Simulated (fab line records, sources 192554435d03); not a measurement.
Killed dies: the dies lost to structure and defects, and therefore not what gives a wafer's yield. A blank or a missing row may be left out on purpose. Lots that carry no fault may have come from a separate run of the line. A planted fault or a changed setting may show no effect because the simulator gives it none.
A single fault, viewed from 2 desks / flow n5_finfet / each desk holds nothing but its own numbers, with what lay behind them at the end

== DESK OF THE TOOL OWNER: litho_track-01 ==
The tool's own readings at N5_HKMG_FIN_COAT_30 (time 60 s, resist thk 35 nm): means of the sampled wafers that have a number, for each lot that ran on this tool. The brackets show how far a lot's mean lies from the usual mean; more than 4 standard deviations puts the lot out of limits, marked OUT.
Columns: A = spin_speed_rpm at N5_HKMG_FIN_COAT_30, usual 1499.9 rpm
lot=L854; first seen here=day 4 13:08; A=1500.8
lot=L857; first seen here=day 5 09:36; A=1500.8
lot=L864; first seen here=day 7 04:13; A=1613.1 (+99 or more) OUT
lot=L866; first seen here=day 7 16:16; A=1614.0 (+99 or more) OUT
This desk finds L864, L866 out of limits, L864 being first, at day 7 04:13 (spin_speed_rpm at N5_HKMG_FIN_COAT_30). L854, L857: within limits.

== THE METROLOGY DESK ==
Means of the sampled wafers that have a number, per lot and without regard to the tool the lot ran on: this is what the gauges read. The brackets show how far a lot's mean lies from the usual mean; more than 4 standard deviations puts the lot out of limits, marked OUT. Shown here are 7 of its 10 readings, the ones lying furthest out on some lot.
Columns: A = DIBL_N at N5_BEOL_M4_RC_MEAS_101, usual 36.6 mV/V; B = DIBL_P at N5_BEOL_M4_RC_MEAS_101, usual 37.1 mV/V; C = IOFF_N at N5_BEOL_M4_RC_MEAS_101, usual 0.17 nA/um; D = IOFF_P at N5_BEOL_M4_RC_MEAS_101, usual 0.23 nA/um; E = ION_P at N5_BEOL_M4_RC_MEAS_101, usual 467 uA/um; F = SS_N at N5_BEOL_M4_RC_MEAS_101, usual 71.6 mV/dec; G = VT_P at N5_BEOL_M4_RC_MEAS_101, usual -249 mV
lot=L854; first seen here=day 8 16:04; A=38.2; B=39.6; C=0.18; D=0.23; E=465; F=71.2; G=-249
lot=L857; first seen here=day 9 11:08; A=35.1; B=35.1; C=0.15; D=0.17; E=460; F=71.6; G=-254
lot=L858; first seen here=day 9 23:52; A=37.5; B=38.7; C=0.18; D=0.21; E=464; F=71.4; G=-253
lot=L864; first seen here=day 11 04:32; A=34.4; B=35.3; C=0.14; D=0.23; E=468; F=70.9; G=-246
lot=L866; first seen here=day 11 22:51; A=36.0; B=36.3; C=0.15; D=0.17; E=453; F=72.2; G=-256
lot=L870; first seen here=day 12 21:51; A=40.7; B=38.4; C=0.22; D=0.27; E=469; F=72.2; G=-247
lot=L871; first seen here=day 12 23:22; A=37.3; B=38.1; C=0.18; D=0.26; E=467; F=72.3; G=-246
lot=L872; first seen here=day 13 03:09; A=36.6; B=37.3; C=0.17; D=0.27; E=479; F=71.4; G=-243
lot=L875; first seen here=day 13 12:21; A=36.4; B=34.5; C=0.16; D=0.20; E=460; F=71.6; G=-249
This desk's finding: nothing out of limits on any of the 9 lots.

== BROUGHT TOGETHER ==
On L864, L866, at day 7 04:13, an alarm was possible from the tool owner's desk.
The metrology desk saw nothing out of limits.
The metrology desk has L864, L866 on record, within its limits.
All the named lots went through N5_HKMG_FIN_COAT_30 on litho_track-01.

== WHAT THE SIMULATOR HAD INSERTED ==
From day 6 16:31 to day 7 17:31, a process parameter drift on litho_track-01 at N5_HKMG_FIN_COAT_30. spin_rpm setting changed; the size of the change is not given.
Lots struck among those shown: L864, L866.
Time in hours from fault onset to the first out-of-limits reading at each desk: the tool owner's desk, 12.
